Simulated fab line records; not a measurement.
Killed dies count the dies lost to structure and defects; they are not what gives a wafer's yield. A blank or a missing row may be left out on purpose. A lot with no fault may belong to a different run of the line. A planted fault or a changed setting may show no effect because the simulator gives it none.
The tool behind it: which one?	flow nand harc	72 wafers from 24 lots sampled at 6 of the route's 1302 steps

## WHAT EACH GAUGE READ, for each wafer
No reading from a measuring or inspecting step in the record can be judged against a usual standard deviation.

## WHAT TOOL EACH LOT RAN ON (gives the tool, then ch and the chambers of the sampled wafers, and finally the start)
lot	NHARC_P_GATE_DESCUM_13	NHARC_P_GATE_STRIP_108	NHARC_P_GATE_STRIP_76	NHARC_P_CONTACT_ALD_22	NHARC_P_M1_DEP_33	NHARC_P_M2_DEP_33
L074	rie diel-01 ch 0,1,2, day 4 15:08	rie diel-10 ch 1,2,3, day 5 06:02	plasma asher-02 ch 0,1, day 5 19:49	ald metal-01 ch 0,2,3, day 6 03:17	pecvd-04 ch 1,2, day 6 12:25	pecvd-02 ch 0,1,2, day 6 16:46
L075	rie diel-01 ch 0,1,3, day 4 22:18	rie diel-01 ch 0,2,3, day 5 13:30	plasma asher-02 ch 0,1, day 6 03:04	ald metal-02 ch 1,2,3, day 6 10:47	pecvd-04 ch 0,1,2, day 6 20:34	pecvd-04 ch 0,1,2, day 7 00:43
L076	rie diel-01 ch 0,1, day 5 10:38	rie diel-03 ch 0,1,2, day 6 02:05	plasma asher-01 ch 0,1, day 6 15:35	ald metal-04 ch 1,3, day 6 23:09	pecvd-04 ch 0,1,2, day 7 08:09	pecvd-04 ch 0,2, day 7 12:13
L077	rie diel-01 ch 0,1,3, day 5 14:55	rie diel-03 ch 0,3, day 6 05:44	plasma asher-01 ch 0,1, day 6 19:23	ald metal-02 ch 0,1, day 7 02:57	pecvd-02 ch 1,2, day 7 12:30	pecvd-04 ch 0,2, day 7 16:37
L078	rie diel-10 ch 1,2, day 6 02:42	rie diel-10 ch 0,3, day 6 18:57	plasma asher-02 ch 1, day 7 10:47	ald metal-01 ch 0,1,3, day 7 18:23	pecvd-03 ch 1,2, day 8 03:35	pecvd-02 ch 0,1,2, day 8 07:46
L079	rie diel-10 ch 0,2, day 6 12:32	rie diel-01 ch 0,1,3, day 7 03:49	plasma asher-02 ch 0,1, day 7 17:38	ald metal-02 ch 1,2, day 8 02:01	pecvd-04 ch 0,2, day 8 11:28	pecvd-04 ch 0,2, day 8 15:38
L080	rie diel-10 ch 0,1,2, day 6 23:33	rie diel-03 ch 0,1,2, day 7 16:18	plasma asher-02 ch 0,1, day 8 06:12	ald metal-02 ch 0,2,3, day 8 13:51	pecvd-02 ch 0,1,2, day 8 23:04	pecvd-04 ch 0,2, day 9 03:30
L082	rie diel-03 ch 0,2,3, day 7 15:31	rie diel-10 ch 0,1,2, day 8 06:56	plasma asher-02 ch 0,1, day 8 20:37	ald metal-04 ch 0,1,3, day 9 04:27	pecvd-02 ch 0,1,2, day 9 13:41	pecvd-03 ch 0,1,2, day 9 17:56
L081	rie diel-03 ch 0,1,2, day 7 15:43	rie diel-10 ch 0,1,2, day 8 06:31	plasma asher-01 ch 0,1, day 8 20:03	ald metal-02 ch 2,3, day 9 03:44	pecvd-02 ch 0,1, day 9 12:58	pecvd-04 ch 0,1,2, day 9 17:04
L083	rie diel-01 ch 2,3, day 8 07:17	rie diel-03 ch 0,3, day 9 01:40	plasma asher-02 ch 0,1, day 9 15:23	ald metal-02 ch 0,1, day 9 23:08	pecvd-04 ch 0,2, day 10 08:26	pecvd-04 ch 0,1, day 10 12:34
L084	rie diel-03 ch 1,2,3, day 8 11:52	rie diel-01 ch 0,1,3, day 9 07:38	plasma asher-01 ch 0,1, day 9 21:37	ald metal-02 ch 1,2,3, day 10 05:17	pecvd-04 ch 0,2, day 10 14:56	pecvd-04 ch 0,2, day 10 19:38
L085	rie diel-01 ch 1,2,3, day 8 20:30	rie diel-10 ch 2,3, day 9 12:14	plasma asher-02 ch 1, day 10 01:56	ald metal-02 ch 0,1,2, day 10 14:05	pecvd-04 ch 0,2, day 10 23:50	pecvd-02 ch 1,2, day 11 04:11
L086	rie diel-03 ch 1,2,3, day 9 13:20	rie diel-10 ch 0,1,2, day 10 12:26	plasma asher-01 ch 0,1, day 11 01:59	ald metal-02 ch 1,2, day 11 09:37	pecvd-02 ch 0,1, day 11 18:55	pecvd-04 ch 0,2, day 11 23:02
L087	rie diel-03 ch 0,1,3, day 9 23:13	rie diel-01 ch 1,2,3, day 10 16:13	plasma asher-01 ch 0,1, day 11 05:40	ald metal-04 ch 1,2,3, day 11 13:44	pecvd-02 ch 0,1,2, day 11 22:53	pecvd-03 ch 0,2, day 12 02:58
L088	rie diel-10 ch 1,2, day 10 11:40	rie diel-10 ch 0,3, day 11 02:19	plasma asher-01 ch 0,1, day 11 15:59	ald metal-04 ch 0,1,3, day 11 23:35	pecvd-03 ch 0,1,2, day 12 08:44	pecvd-03 ch 0,2, day 12 13:01
L089	rie diel-03 ch 0,3, day 10 16:04	rie diel-10 ch 0,1,2, day 11 11:55	plasma asher-01 ch 0,1, day 12 01:40	ald metal-04 ch 1,2,3, day 12 09:39	pecvd-03 ch 0,1,2, day 12 18:44	pecvd-03 ch 0,2, day 12 22:48
L091	rie diel-01 ch 0,1,3, day 11 09:58	rie diel-03 ch 0,1,2, day 12 00:55	plasma asher-01 ch 0,1, day 12 14:34	ald metal-01 ch 1,2,3, day 12 22:06	pecvd-02 ch 0,1,2, day 13 07:47	pecvd-02 ch 0,1,2, day 13 11:59
L090	rie diel-01 ch 0,1,3, day 11 10:08	rie diel-10 ch 2,3, day 12 00:25	plasma asher-02 ch 0,1, day 12 14:05	ald metal-02 ch 1,2,3, day 12 21:29	pecvd-02 ch 1,2, day 13 06:35	pecvd-04 ch 0,1, day 13 10:43
L092	rie diel-10 ch 2,3, day 11 22:12	rie diel-10 ch 2,3, day 12 12:35	plasma asher-02 ch 0,1, day 13 02:19	ald metal-02 ch 1,2,3, day 13 10:20	pecvd-02 ch 0,1,2, day 13 19:40	pecvd-02 ch 0,1,2, day 13 23:56
L094	rie diel-01 ch 0,2,3, day 12 14:22	rie diel-01 ch 0,1,3, day 13 04:55	plasma asher-01 ch 0,1, day 13 18:34	ald metal-04 ch 0,1,3, day 14 02:05	pecvd-02 ch 0,1,2, day 14 11:06	pecvd-03 ch 0,1,2, day 14 15:20
L093	rie diel-10 ch 1,2,3, day 12 14:25	rie diel-01 ch 1,2,3, day 13 05:34	plasma asher-02 ch 0,1, day 13 19:11	ald metal-01 ch 1,2,3, day 14 02:56	pecvd-03 ch 0,1,2, day 14 12:43	pecvd-04 ch 0,1,2, day 14 16:46
L095	rie diel-10 ch 2,3, day 13 00:14	rie diel-01 ch 0,1,2, day 13 17:50	plasma asher-02 ch 0,1, day 14 07:37	ald metal-04 ch 2,3, day 14 15:18	pecvd-04 ch 0,1,2, day 15 00:37	pecvd-04 ch 0,1,2, day 15 04:40
L096	rie diel-01 ch 1,2, day 14 04:06	rie diel-10 ch 1,3, day 14 20:40	plasma asher-02 ch 0,1, day 15 14:29	ald metal-01 ch 0,1, day 15 22:07	pecvd-02 ch 0,1, day 16 07:21	pecvd-02 ch 0,2, day 16 11:37
L097	rie diel-03 ch 2,3, day 14 04:16	rie diel-03 ch 0,2, day 14 20:26	plasma asher-02 ch 1, day 15 10:22	ald metal-02 ch 0,1,3, day 15 21:18	pecvd-02 ch 0,2, day 16 06:28	pecvd-02 ch 0,1,2, day 16 10:45
- NHARC_P_GATE_DESCUM_13: chemistry O2, time 3 s.
- NHARC_P_GATE_STRIP_108: strips in O2.
- NHARC_P_GATE_STRIP_76: strips in O2.
- NHARC_P_CONTACT_ALD_22: deposits TiN, target thk 3 nm, pulse time 1 s, ald cycles 150.
- NHARC_P_M1_DEP_33: deposits SiCN, target thk 30 nm.
- NHARC_P_M2_DEP_33: deposits SiCN, target thk 30 nm.

## WHAT THE TOOLS THEMSELVES READ (means of the sampled wafers that have a number; where no wafer has one, the mark that the record gives instead)
NHARC_P_GATE_DESCUM_13. Usual: drypump motor current A 5.6 A, standard deviation 0.42; oes product au 1.003 a.u., standard deviation 0.0097; rf vpp V 57.8 V, standard deviation 0.93; showerhead plenum p Torr 1.92 Torr, standard deviation 0.081; throttle valve pct 11.311 %, standard deviation 0.0093.
lot	tool	drypump motor current A (A)	oes product au (a.u.)	rf vpp V (V)	showerhead plenum p Torr (Torr)	throttle valve pct (%)	flag
L074	rie diel-01	5.9	0.997	57.9	1.86	11.311	
L075	rie diel-01	5.5	0.998	58.1	1.92	11.306	
L076	rie diel-01	5.9	0.997	59.1	1.91	11.317	
L077	rie diel-01	5.5	1.000	57.0	1.92	11.316	
L078	rie diel-10	5.7	0.992	58.4	1.85	11.301	
L079	rie diel-10	5.7	0.990	57.3	1.96	11.307	
L080	rie diel-10	5.7	0.995	57.3	1.91	11.306	
L082	rie diel-03	5.5	1.012	58.8	1.95	11.309	
L081	rie diel-03	5.5	1.000	58.1	2.00	11.313	
L083	rie diel-01	5.2	1.003	58.2	1.95	11.314	
L084	rie diel-03	5.4	1.007	57.8	1.96	11.311	
L085	rie diel-01	5.5	1.004	58.0	1.88	11.320	
L086	rie diel-03	5.4	1.010	57.7	1.96	11.309	
L087	rie diel-03	5.8	1.012	57.6	1.98	11.316	
L088	rie diel-10	5.6	1.004	57.8	1.87	11.315	
L089	rie diel-03	5.8	1.015	58.3	1.97	11.304	
L091	rie diel-01	5.5	1.011	57.8	1.92	11.310	
L090	rie diel-01	5.5	0.998	58.3	1.92	11.322	
L092	rie diel-10	5.6	1.005	57.2	1.88	11.299	
L094	rie diel-01	5.7	1.006	58.1	1.93	11.314	
L093	rie diel-10	5.6	0.997	58.5	1.86	11.315	
L095	rie diel-10	5.5	1.002	58.6	1.88	11.305	
L096	rie diel-01	5.9	1.000	57.5	1.81	11.309	
L097	rie diel-03	5.4	1.003	57.0	1.92	11.316	

NHARC_P_GATE_STRIP_108. Usual: drypump motor current A 5.7 A, standard deviation 0.35; oes product au 1.003 a.u., standard deviation 0.011; rf vpp V 57.8 V, standard deviation 0.87; showerhead plenum p Torr 3.52 Torr, standard deviation 0.13; throttle valve pct 17.037 %, standard deviation 0.0088.
lot	tool	drypump motor current A (A)	oes product au (a.u.)	rf vpp V (V)	showerhead plenum p Torr (Torr)	throttle valve pct (%)	flag
L074	rie diel-10	5.7	0.994	56.9	3.44	17.045	
L075	rie diel-01	5.7	0.998	57.4	3.56	17.039	
L076	rie diel-03	5.5	1.020	58.8	3.67	17.035	
L077	rie diel-03	5.8	1.013	58.2	3.57	17.033	
L078	rie diel-10	5.8	1.004	58.2	3.51	17.029	
L079	rie diel-01	5.5	0.988	57.3	3.55	17.033	
L080	rie diel-03	5.5	1.004	58.7	3.67	17.040	
L082	rie diel-10	5.7	1.007	58.3	3.51	17.033	
L081	rie diel-10	5.7	0.997	57.6	3.51	17.041	
L083	rie diel-03	5.8	1.007	57.5	3.56	17.038	
L084	rie diel-01	5.5	0.996	58.9	3.55	17.038	
L085	rie diel-10	5.6	1.018	57.6	3.47	17.035	
L086	rie diel-10	5.7	0.991	58.3	3.51	17.039	
L087	rie diel-01	5.5	1.002	56.9	3.46	17.035	
L088	rie diel-10	5.8	0.999	58.4	3.59	17.038	
L089	rie diel-10	5.7	1.003	57.9	3.51	17.032	
L091	rie diel-03	5.5	1.013	58.0	3.67	17.033	
L090	rie diel-10	5.5	1.003	57.8	3.47	17.045	
L092	rie diel-10	5.5	1.007	57.7	3.47	17.046	
L094	rie diel-01	5.5	1.004	57.1	3.54	17.033	
L093	rie diel-01	5.5	1.007	57.5	3.46	17.042	
L095	rie diel-01	5.9	0.998	57.6	3.43	17.038	
L096	rie diel-10	5.8	0.997	57.6	3.39	17.039	
L097	rie diel-03	5.3	1.005	57.7	3.62	17.029	

NHARC_P_GATE_STRIP_76. Usual: drypump motor current A 5.60 A, standard deviation 0.23; heater power w 337 W, standard deviation 20.
lot	tool	drypump motor current A (A)	heater power w (W)	flag
L074	plasma asher-02	5.78	319	
L075	plasma asher-02	5.80	317	
L076	plasma asher-01	5.48	342	
L077	plasma asher-01	5.51	341	
L078	plasma asher-02	5.98	305	
L079	plasma asher-02	5.58	334	
L080	plasma asher-02	5.59	330	
L082	plasma asher-02	5.79	313	
L081	plasma asher-01	5.49	348	
L083	plasma asher-02	5.61	338	
L084	plasma asher-01	5.48	350	
L085	plasma asher-02	5.96	301	
L086	plasma asher-01	5.49	351	
L087	plasma asher-01	5.49	353	
L088	plasma asher-01	5.46	346	
L089	plasma asher-01	5.49	343	
L091	plasma asher-01	5.49	350	
L090	plasma asher-02	5.77	327	
L092	plasma asher-02	5.59	346	
L094	plasma asher-01	5.48	352	
L093	plasma asher-02	5.79	324	
L095	plasma asher-02	5.58	348	
L096	plasma asher-02	5.76	324	
L097	plasma asher-02	5.98	311	

NHARC_P_CONTACT_ALD_22. Usual: heater power w 1049 W, standard deviation 110; precursor pulse height rel 1.000, standard deviation 0.019.
lot	tool	heater power w (W)	precursor pulse height rel	flag
L074	ald metal-01	1036	0.984	
L075	ald metal-02	1102	1.001	
L076	ald metal-04	1066	0.979	
L077	ald metal-02	940	0.993	
L078	ald metal-01	1007	1.011	
L079	ald metal-02	1185	0.975	
L080	ald metal-02	1029	1.005	
L082	ald metal-04	1087	1.013	
L081	ald metal-02	1081	1.001	
L083	ald metal-02	957	1.009	
L084	ald metal-02	1116	0.988	
L085	ald metal-02	1054	0.998	
L086	ald metal-02	1158	0.997	
L087	ald metal-04	1072	0.997	
L088	ald metal-04	1084	1.026	
L089	ald metal-04	1079	0.991	
L091	ald metal-01	968	0.997	
L090	ald metal-02	1123	0.996	
L092	ald metal-02	1107	0.996	
L094	ald metal-04	1112	0.996	
L093	ald metal-01	981	1.016	
L095	ald metal-04	1048	0.988	
L096	ald metal-01	990	0.993	
L097	ald metal-02	994	1.014	

NHARC_P_M1_DEP_33. Usual: 562 W for heater power w, sd 76.
lot	tool	heater power w (W)	flag
L074	pecvd-04	582	
L075	pecvd-04	606	
L076	pecvd-04	603	
L077	pecvd-02	510	
L078	pecvd-03	519	
L079	pecvd-04	666	
L080	pecvd-02	539	
L082	pecvd-02	542	
L081	pecvd-02	609	
L083	pecvd-04	658	
L084	pecvd-04	666	
L085	pecvd-04	619	
L086	pecvd-02	501	
L087	pecvd-02	494	
L088	pecvd-03	589	
L089	pecvd-03	566	
L091	pecvd-02	529	
L090	pecvd-02	471	
L092	pecvd-02	502	
L094	pecvd-02	524	
L093	pecvd-03	584	
L095	pecvd-04	605	
L096	pecvd-02	556	
L097	pecvd-02	564	

NHARC_P_M2_DEP_33. Usual: 593 W for heater power w, sd 75.
lot	tool	heater power w (W)	flag
L074	pecvd-02	557	
L075	pecvd-04	606	
L076	pecvd-04	656	
L077	pecvd-04	661	
L078	pecvd-02	548	
L079	pecvd-04	624	
L080	pecvd-04	673	
L082	pecvd-03	549	
L081	pecvd-04	653	
L083	pecvd-04	617	
L084	pecvd-04	647	
L085	pecvd-02	504	
L086	pecvd-04	657	
L087	pecvd-03	592	
L088	pecvd-03	581	
L089	pecvd-03	575	
L091	pecvd-02	531	
L090	pecvd-04	615	
L092	pecvd-02	502	
L094	pecvd-03	587	
L093	pecvd-04	675	
L095	pecvd-04	632	
L096	pecvd-02	489	
L097	pecvd-02	553	

## THE ANSWER, worked out from the rows above alone
Rule: lot off if the mean of its wafers having a number is beyond 3 standard deviations from the usual mean. Also off: a lot with no number at a reading for which 4 or more lots have one. All remaining lots with rows at the step are treated as sound. After the gauges, taken in route order, come the tools' own readings; for these a lot's mean is taken, as printed above. The first step at which some lot is off is used, and at that step the reading that is off furthest; a lot without a number counts as furthest.
No lot is off on any of the readings shown, so nothing can be concluded from this.

## WHAT HAD BEEN PUT IN BY THE SIMULATOR
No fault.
